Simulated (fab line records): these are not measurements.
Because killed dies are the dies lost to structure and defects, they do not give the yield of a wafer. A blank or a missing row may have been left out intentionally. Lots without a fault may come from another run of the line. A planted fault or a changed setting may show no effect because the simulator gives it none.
Chamber matching	flow nand-harc	NHARC_A_WL_FILL_CMP_12 on cmp-03 has 4 sister chambers
The step polishes, t overpolish 30 s, target thk 75 nm. 14 wafers are shown with their chamber, then 7 later ones without.

## EACH WAFER AND ITS CHAMBER
wafer	chamber	motor-current-A (A)	time-to-endpoint-s (s)	overpolish-run-s (s)
L078.1	1	12.3	19.5	29.992
L078.4	3	12.5	17.7	29.995
L078.6	0	13.5	12.2	29.999
L081.1	3	13.4	13.2	30.005
L081.3	2	14.4	10.9	30.004
L081.4	0	12.4	11.0	30.009
L080.2	3	12.0	17.5	30.008
L080.4	2	14.4	13.7	30.011
L080.6	2	14.0	14.0	29.999
L082.1	3	12.5	15.9	30.002
L082.2	2	14.7	13.2	29.994
L082.4	1	12.4	16.3	30.004
L093.1	2	14.4	16.2	29.995
L093.2	3	11.9	19.4	29.993

SIGNATURES (averages over the wafers above)
reading	chamber 0	chamber 1	chamber 2	chamber 3	scatter within a chamber
motor-current-A	12.950	12.350	14.380	12.460	0.476
time-to-endpoint-s	11.600	17.900	13.600	16.740	2.05
overpolish-run-s	30.00400	29.99800	30.00060	30.00060	0.00696
Rule: distance of a wafer from a chamber = root of the sum over the readings of ((wafer's reading minus chamber's mean) / reading's scatter) squared. If the next closest chamber is less than 2 further off than the closest, the wafer can't be placed; otherwise it belongs to the closest. How the scatter is found: for the shown wafers, subtract from each reading the mean of its chamber, square and add these, divide the total by (wafers less chambers), then take the root.

## WAFERS MISSING THEIR CHAMBER
wafer	motor-current-A (A)	time-to-endpoint-s (s)	overpolish-run-s (s)
L093.3	12.7	14.3	29.985
L096.2	11.8	18.3	30.021
L096.4	14.6	14.2	29.999
L096.5	14.1	12.8	29.999
L095.1	12.5	12.7	30.007
L095.2	14.1	15.9	29.994
L095.6	12.6	13.2	29.991

## EACH ONE'S CHAMBER
wafer	from the rows above	in truth
L093.3	can't be placed: 3 or 1 or 0 or 2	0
L096.2	can't be placed: 3 or 1 or 0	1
L096.4	2	2
L096.5	can't be placed: 2 or 0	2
L095.1	can't be placed: 0 or 3 or 1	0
L095.2	can't be placed: 2 or 0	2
L095.6	can't be placed: 0 or 3 or 1 or 2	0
Correctly placed: 1 of 7. Cannot be placed on the basis of these rows: 6; the candidates contain the true chamber in 6. 0 placed wrongly.
